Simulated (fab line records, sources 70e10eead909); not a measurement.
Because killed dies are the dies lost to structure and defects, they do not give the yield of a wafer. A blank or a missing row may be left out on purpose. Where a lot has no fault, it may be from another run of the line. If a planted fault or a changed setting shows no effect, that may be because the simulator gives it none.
A lot that was struck, set against a sound lot || flow nand harc || 15 out of 1159 route steps
Sound: these wafers, L875.2, L875.3, L875.5. Struck: wafer L867.2. (L867.6 of the same lot was not struck and is left out.) The cause comes at the end.
Order at every step that has rows: each side's tool, ch and its chambers, its first start. Under that, the readings that differ: sound wafers || struck wafers || difference of the means || sigmas: that difference in standard deviations of wafers without a fault.
alike: words and numbers the same on both sides, and readings whose means are apart by under 2 such deviations; not compared: readings that were withheld, readings missing a value for some wafer, numbers with overlapping values and no deviation given by the record, and bounds like >300 which may hide the same value.
A row with sigmas, a row that says differs or no value, or rows on one side alone: a step with any of these is where the two part. Non-overlapping numbers with no deviation appear without sigmas and do not part them. A reading that every wafer of one side lacks parts them only if that side has two wafers or more.

first, 1 step without rows for these wafers: NHARC_A_ONON_D1_DEP_12 (target thk 1000 nm).
NHARC_A_ONON_D1_THK_MEAS_14: measures by ellipsometry.
  struck on film metro-02, day 10 19:59; sound on film metro-01, day 12 04:47
  alike: thk nm
then, 2 steps without rows for these wafers: NHARC_A_ONON_D1_ANNEAL_15 (time 3600 s); NHARC_A_ONON_D1_DEP_16 (target thk 1000 nm).
NHARC_A_ONON_D1_THK_MEAS_18: measures by ellipsometry.
  struck on film metro-01, day 11 05:40; sound on film metro-01, day 12 11:55
{"reading": "thk nm (nm)", "sound": "999 998 998", "struck": 1021, "difference": "+23", "sigmas": "+2"}
following that, 1 step holds no rows for these wafers, namely NHARC_A_ONON_D1_DEP_19 (target thickness 1000 nm).
NHARC_A_ONON_D1_THK_MEAS_21: measures by ellipsometry.
  struck on film metro-01, day 11 06:14; sound on film metro-02, day 12 12:30
  alike: thk nm
following that, 1 step holds no rows for these wafers, namely NHARC_A_ONON_D1_DEP_22 (target thickness 1000 nm).
NHARC_A_ONON_D1_THK_MEAS_24: measures by ellipsometry.
  struck on film metro-01, day 11 06:48; sound on film metro-01, day 12 13:04
{"reading": "thk nm (nm)", "sound": "996 996 994", "struck": 975, "difference": -20, "sigmas": -2}
following that, 1 step holds no rows for these wafers, namely NHARC_A_ONON_D1_DEP_25 (target thickness 1000 nm).
NHARC_A_ONON_D1_THK_MEAS_27: measures by ellipsometry.
  struck on film metro-02, day 11 07:22; sound on film metro-02, day 12 13:38
  alike: thk nm
NHARC_A_ONON_D1_DEP_28: target thk 1000 nm.
  sound on pecvd onon-01 ch 0, day 12 13:45; struck on pecvd onon-02 ch 0, day 11 07:29
NHARC_A_ONON_D1_THK_MEAS_30: measures by ellipsometry.
  struck on film metro-02, day 11 07:56; sound on film metro-01, day 12 14:13
{"reading": "thk nm (nm)", "sound": "1001 1000 1001", "struck": 1537, "difference": "+536", "sigmas": "+58"}
NHARC_A_ONON_D1_DEP_33: deposits SiO2, target thk 200 nm.
  sound on pecvd-02 ch 0,1,2, day 12 14:26; struck on pecvd-03 ch 1, day 11 07:59
  alike: heater power w, throttle valve pct
  not compared: since wet clean h
-- jump in the record: it breaks off in module A_ONON_D1 and resumes in module END (first step shown: number 1159 of the route), and 11 days separate the struck wafers' starts before and after --
NHARC_END_SORT_01:
  sound on prober-02 ch 0, day 24 00:31; struck on prober-01 ch 0, day 22 11:59
{"reading": "killed at array", "sound": "47 31 39", "struck": 670, "difference": "+631", "sigmas": "+69"}
{"reading": "killed dies", "sound": "50 37 46", "struck": 677, "difference": "+633", "sigmas": "+65"}
  alike: killed at other, killed at periphery, killed open, killed short

## WHERE THEY PART
Last at NHARC_END_SORT_01 as far as this record goes, first at NHARC_A_ONON_D1_THK_MEAS_18.

WHY: whatever the simulator had introduced
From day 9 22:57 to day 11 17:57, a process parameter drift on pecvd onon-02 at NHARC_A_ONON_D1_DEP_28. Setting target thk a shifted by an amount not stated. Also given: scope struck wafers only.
